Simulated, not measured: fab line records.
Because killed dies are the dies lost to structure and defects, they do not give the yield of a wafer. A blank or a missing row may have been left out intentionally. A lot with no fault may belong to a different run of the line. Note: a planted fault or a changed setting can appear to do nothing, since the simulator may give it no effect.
Chamber matching :: flow n5Finfet :: rieDiel-01 running N5_FIN_CUT_ETCH_30: 4 sister chambers
The step etches underlayer in N2/H2, target depth 13 nm, time 10.4 s. 20 wafers are shown with their chamber, then 10 later ones without.

WAFERS, EACH WITH ITS CHAMBER
wafer: L075.3
chamber: 2
drypumpMotorCurrentA (A): 5.0
showerheadPlenumPTorr (Torr): 2.53
throttleValvePct (%): 18.32

wafer: L075.5
chamber: 2
drypumpMotorCurrentA (A): 5.0
showerheadPlenumPTorr (Torr): 2.53
throttleValvePct (%): 18.34

wafer: L075.6
chamber: 3
drypumpMotorCurrentA (A): 5.4
showerheadPlenumPTorr (Torr): 2.45
throttleValvePct (%): 17.85

wafer: L080.1
chamber: 2
drypumpMotorCurrentA (A): 5.0
showerheadPlenumPTorr (Torr): 2.53
throttleValvePct (%): 18.35

wafer: L080.4
chamber: 3
drypumpMotorCurrentA (A): 5.3
showerheadPlenumPTorr (Torr): 2.45
throttleValvePct (%): 17.85

wafer: L080.5
chamber: 1
drypumpMotorCurrentA (A): 5.8
showerheadPlenumPTorr (Torr): 2.60
throttleValvePct (%): 17.69

wafer: L081.2
chamber: 3
drypumpMotorCurrentA (A): 5.4
showerheadPlenumPTorr (Torr): 2.45
throttleValvePct (%): 17.87

wafer: L081.4
chamber: 0
drypumpMotorCurrentA (A): 4.9
showerheadPlenumPTorr (Torr): 2.61
throttleValvePct (%): 18.00

wafer: L081.6
chamber: 3
drypumpMotorCurrentA (A): 5.3
showerheadPlenumPTorr (Torr): 2.45
throttleValvePct (%): 17.87

wafer: L082.1
chamber: 0
drypumpMotorCurrentA (A): 4.9
showerheadPlenumPTorr (Torr): 2.61
throttleValvePct (%): 17.99

wafer: L082.2
chamber: 3
drypumpMotorCurrentA (A): 5.4
showerheadPlenumPTorr (Torr): 2.45
throttleValvePct (%): 17.87

wafer: L082.4
chamber: 1
drypumpMotorCurrentA (A): 5.8
showerheadPlenumPTorr (Torr): 2.60
throttleValvePct (%): 17.70

wafer: L083.4
chamber: 1
drypumpMotorCurrentA (A): 5.8
showerheadPlenumPTorr (Torr): 2.59
throttleValvePct (%): 17.69

wafer: L083.5
chamber: 2
drypumpMotorCurrentA (A): 5.0
showerheadPlenumPTorr (Torr): 2.52
throttleValvePct (%): 18.37

wafer: L083.6
chamber: 3
drypumpMotorCurrentA (A): 5.4
showerheadPlenumPTorr (Torr): 2.45
throttleValvePct (%): 17.89

wafer: L091.1
chamber: 0
drypumpMotorCurrentA (A): 4.9
showerheadPlenumPTorr (Torr): 2.60
throttleValvePct (%): 18.04

wafer: L091.3
chamber: 1
drypumpMotorCurrentA (A): 5.8
showerheadPlenumPTorr (Torr): 2.59
throttleValvePct (%): 17.74

wafer: L091.4
chamber: 3
drypumpMotorCurrentA (A): 5.3
showerheadPlenumPTorr (Torr): 2.44
throttleValvePct (%): 17.92

wafer: L092.2
chamber: 1
drypumpMotorCurrentA (A): 5.8
showerheadPlenumPTorr (Torr): 2.59
throttleValvePct (%): 17.72

wafer: L092.4
chamber: 3
drypumpMotorCurrentA (A): 5.4
showerheadPlenumPTorr (Torr): 2.44
throttleValvePct (%): 17.90

SIGNATURES, as means of the wafers listed above
reading: drypumpMotorCurrentA
chamber 0: 4.900
chamber 1: 5.800
chamber 2: 5.000
chamber 3: 5.362
scatter within a chamber: 0.0342

reading: showerheadPlenumPTorr
chamber 0: 2.6067
chamber 1: 2.5940
chamber 2: 2.5275
chamber 3: 2.4475
scatter within a chamber: 0.00507

reading: throttleValvePct
chamber 0: 18.0100
chamber 1: 17.7080
chamber 2: 18.3450
chamber 3: 17.8775
scatter within a chamber: 0.0234
Rule: distance of a wafer from a chamber = root of the sum over the readings of ((wafer's reading minus chamber's mean) / reading's scatter) squared. The wafer belongs to the nearest chamber; if the next one is less than 2 further off, it can't be placed. The scatter is the square root of a quotient: the sum, over the shown wafers, of each reading's squared deviation from its chamber's mean, divided by wafers minus chambers.

WAFERS WHOSE CHAMBER IS MISSING
wafer: L092.6
drypumpMotorCurrentA (A): 5.8
showerheadPlenumPTorr (Torr): 2.59
throttleValvePct (%): 17.72

wafer: L093.1
drypumpMotorCurrentA (A): 5.3
showerheadPlenumPTorr (Torr): 2.44
throttleValvePct (%): 17.93

wafer: L093.5
drypumpMotorCurrentA (A): 4.9
showerheadPlenumPTorr (Torr): 2.60
throttleValvePct (%): 18.03

wafer: L093.6
drypumpMotorCurrentA (A): 5.3
showerheadPlenumPTorr (Torr): 2.44
throttleValvePct (%): 17.91

wafer: L094.2
drypumpMotorCurrentA (A): 5.3
showerheadPlenumPTorr (Torr): 2.44
throttleValvePct (%): 17.91

wafer: L094.3
drypumpMotorCurrentA (A): 5.0
showerheadPlenumPTorr (Torr): 2.51
throttleValvePct (%): 18.40

wafer: L094.5
drypumpMotorCurrentA (A): 4.9
showerheadPlenumPTorr (Torr): 2.60
throttleValvePct (%): 18.03

wafer: L096.2
drypumpMotorCurrentA (A): 5.8
showerheadPlenumPTorr (Torr): 2.59
throttleValvePct (%): 17.72

wafer: L096.3
drypumpMotorCurrentA (A): 4.9
showerheadPlenumPTorr (Torr): 2.60
throttleValvePct (%): 18.04

wafer: L096.4
drypumpMotorCurrentA (A): 5.4
showerheadPlenumPTorr (Torr): 2.44
throttleValvePct (%): 17.92

WHICH CHAMBER EACH ONE RAN IN
wafer: L092.6
from the rows above: 1
in truth: 1

wafer: L093.1
from the rows above: 3
in truth: 3

wafer: L093.5
from the rows above: 0
in truth: 0

wafer: L093.6
from the rows above: 3
in truth: 3

wafer: L094.2
from the rows above: 3
in truth: 3

wafer: L094.3
from the rows above: 2
in truth: 2

wafer: L094.5
from the rows above: 0
in truth: 0

wafer: L096.2
from the rows above: 1
in truth: 1

wafer: L096.3
from the rows above: 0
in truth: 0

wafer: L096.4
from the rows above: 3
in truth: 3
10 of 10 placed correctly. From these rows, 0 cannot be placed. Placed wrongly: 0.
